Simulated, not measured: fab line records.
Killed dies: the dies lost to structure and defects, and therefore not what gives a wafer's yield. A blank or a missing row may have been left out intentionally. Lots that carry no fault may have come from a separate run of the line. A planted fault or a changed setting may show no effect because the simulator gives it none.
One fault through the eyes of 2 desks    flow nand_harc    only its own numbers are on each desk; what lay behind them is given at the end

THE DEFECT DESK
What the inspections along the route counted, lot by lot: means of the sampled wafers that have a number. Any lot whose mean is over 4 standard deviations away from the usual mean is out of limits and marked OUT; that distance is given in the brackets.
Columns: A = raw_defect_count at NHARC_A_CHANNEL_HOLE_D1_INSPECT_40, usual 63
lot   first seen here  A
L629  day 9 00:40      63
L634  day 9 20:59      59
L637  day 10 15:17     55
L639  day 10 19:27     59
L642  day 11 22:50     71
L647  day 13 03:52     560 (+33) OUT
L651  day 13 14:19     57
L648  day 13 16:00     591 (+35) OUT
L650  day 13 18:30     53
L649  day 13 20:11     612 (+37) OUT
L652  day 14 08:53     55
Finding of this desk: L647, L648, L649 out of limits; the first was L647 at day 13 03:52, on raw_defect_count at NHARC_A_CHANNEL_HOLE_D1_INSPECT_40. L629, L634, L637, L639, L642, L651, L650, L652 stayed within limits.

TOOL OWNER'S DESK, har_etch-01
The tool's own readings at NHARC_A_CHANNEL_HOLE_D1_ETCH_21 (etches the open film in C4F8/O2/Ar, time 514.3 s, target depth 1600 nm): means of the sampled wafers that have a number, for each lot that ran on this tool. Any lot whose mean is over 4 standard deviations away from the usual mean is out of limits and marked OUT; that distance is given in the brackets.
Columns: A = drypump_motor_current_A at NHARC_A_CHANNEL_HOLE_D1_ETCH_21, usual 5.6 A; B = he_backside_leak_sccm at NHARC_A_CHANNEL_HOLE_D1_ETCH_21, usual 6.5 sccm; C = showerhead_plenum_p_Torr at NHARC_A_CHANNEL_HOLE_D1_ETCH_21, usual 3.78 Torr; D = throttle_valve_pct at NHARC_A_CHANNEL_HOLE_D1_ETCH_21, usual 32.155 %
lot   first seen here  A    B    C     D
L629  day 8 19:25      6.1  6.3  3.75  32.166
L637  day 10 10:03     6.1  6.3  3.74  32.148
L639  day 10 14:14     5.9  6.2  3.66  32.152
L642  day 11 17:33     5.9  6.3  3.66  32.151
L647  day 12 22:44     5.7  6.9  3.58  32.150
L648  day 13 10:34     5.7  6.8  3.58  32.149
L649  day 13 14:53     5.8  6.6  3.58  32.156
This desk's verdict: no lot among the 7 shows anything out of limits.

PUT TOGETHER
The defect desk could have raised an alarm at day 13 03:52, on L647, L648, L649.
The desk of the tool owner found nothing out of limits.
The tool owner's desk has L647, L648, L649 on record, within its limits.
NHARC_A_CHANNEL_HOLE_D1_ETCH_21 was run on har_etch-01 by each of the lots named.

WHAT THE SIMULATOR PUT IN
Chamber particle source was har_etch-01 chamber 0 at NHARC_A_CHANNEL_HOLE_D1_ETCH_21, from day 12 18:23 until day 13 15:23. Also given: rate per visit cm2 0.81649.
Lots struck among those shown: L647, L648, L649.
Hours from the fault's start to each desk's first reading out of limits: the defect desk, 9.
